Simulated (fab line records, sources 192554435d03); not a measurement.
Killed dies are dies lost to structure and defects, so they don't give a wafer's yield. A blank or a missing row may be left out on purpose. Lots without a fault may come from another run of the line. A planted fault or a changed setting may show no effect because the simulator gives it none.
A struck lot beside a sound one | flow n5_finfet | 16 steps out of a route of 1938
Sound: wafers L982.1, L982.3, L982.5. Struck: wafers L977.4, L977.5. (L977.1 of the same lot was not struck and is left out.) The cause comes at the end.
At each step with rows: each side's tool, then ch and its chambers, then its first start. Under that, the readings that differ: sound wafers | struck wafers | difference of the means | sigmas: that difference in standard deviations of wafers without a fault.
alike: readings whose means differ by less than 2 such deviations, and words and numbers that are the same on both sides. not compared: withheld readings, readings that some wafer has no value for, bounds like >300 that may hide the same value, and numbers for which the record gives no deviation and whose values overlap.
The two part at a step that has a row with sigmas, a row that says differs or no value, or rows on one side only. Numbers that don't overlap but have no deviation are shown without sigmas and don't part them. A reading that every wafer of one side lacks parts them only if that side has two wafers or more.

first, 9 steps without rows for these wafers: N5_BEOL_M1_SOFTBAKE_23 (time 60 s); N5_BEOL_M1_EXPOSE_25 (exposes mask V0, defocus 5 nm, target cd 24 nm); N5_BEOL_M1_PEB_26 (peb time 60 s); N5_BEOL_M1_DEVELOP_27 (develop time 30 s); N5_BEOL_M1_DESCUM_33 (chemistry O2, time 7 s); N5_BEOL_M1_ETCH_77 (etches underlayer in N2/H2, target depth 6.5 nm, time 5.2 s); N5_BEOL_M1_ETCH_69 (etches SiARC in CF4, target depth 15.6 nm, time 26 s); N5_BEOL_M1_ALD_98 (deposits SiO2, target thk 2.5 nm, pulse time 1 s, co reactant pulse time 1 s); N5_BEOL_M1_ETCHBACK_99 (etches SiO2 in CHF3, target depth 5 nm, time 10.4 s).
N5_BEOL_M1_ETCH_70: etches SOC in N2/H2, target depth 80 nm, overetch 16 nm, time 120 s.
  sound on rie_diel-01 ch 1,2,3, day 10 17:05; struck on rie_diel-03 ch 1,2, day 9 10:19
  reading                                    | sound             | struck      | difference                    | sigmas
  oes_product_au (a.u.)                      | 0.51 0.58 0.64    | 0.70 0.85   | +0.20                         | +3
  rf_fwd_power_W (W)                         | 834.7 834.3 835.7 | - -         | no value on the struck wafers |
  run_length_s (s)                           | 144.2 143.5 143.3 | 119.0 118.1 | -25.1                         | -48
  model.SiARC_of_BEOL_M1_COAT_68.thk_nm (nm) | 6.4 7 6.4         | 7.4 7.6     | +0.9                          |
  alike: drypump_motor_current_A, rf_vpp_V, showerhead_plenum_p_Torr, throttle_valve_pct
  not compared: rf_hours_counter_h
then, 2 steps without rows for these wafers: N5_BEOL_M1_STRIP_71 (strips in N2/H2); N5_BEOL_M1_STRIP_78 (strips in N2/H2).
N5_BEOL_M1_VIA_ETCH_34: etches the open film in C4F6/O2, target depth 67.8 nm, time 64.4 s.
  sound on rie_diel-01 ch 1,2,3, day 10 17:11; struck on rie_diel-03 ch 1,2, day 9 10:25
  reading                  | sound          | struck  | difference | sigmas
  model.BEOL_M1.cd_nm (nm) | 18.6 18.6 18.2 | 17.4 18 | -0.8       |
  alike: drypump_motor_current_A, mfc_ar_sccm, oes_product_au, rf_fwd_power_W, rf_vpp_V, run_length_s, showerhead_plenum_p_Torr, throttle_valve_pct
  not compared: rf_hours_counter_h
then, 1 step without rows for these wafers: N5_BEOL_M1_STRIP_83 (strips in C4F6/O2).
N5_BEOL_M4_RC_MEAS_101:
  sound on prober-01 ch 0, day 12 06:40; struck on prober-02 ch 0, day 11 02:26
  alike: DIBL_N, DIBL_P, IOFF_N, IOFF_P, ION_N, ION_P, SS_N, SS_P, VT_N, VT_P
N5_PASSIVATION_PROBE_49:
  the record has rows for the sound wafers here (prober-01, day 16 17:57) and none for the struck ones

WHERE THEY PART
First at N5_BEOL_M1_ETCH_70; last, within this record, at N5_PASSIVATION_PROBE_49.

WHY: what the simulator had put in
Process parameter drift: rie_diel-03, from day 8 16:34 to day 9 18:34, at N5_BEOL_M1_ETCH_70. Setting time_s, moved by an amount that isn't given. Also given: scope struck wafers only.
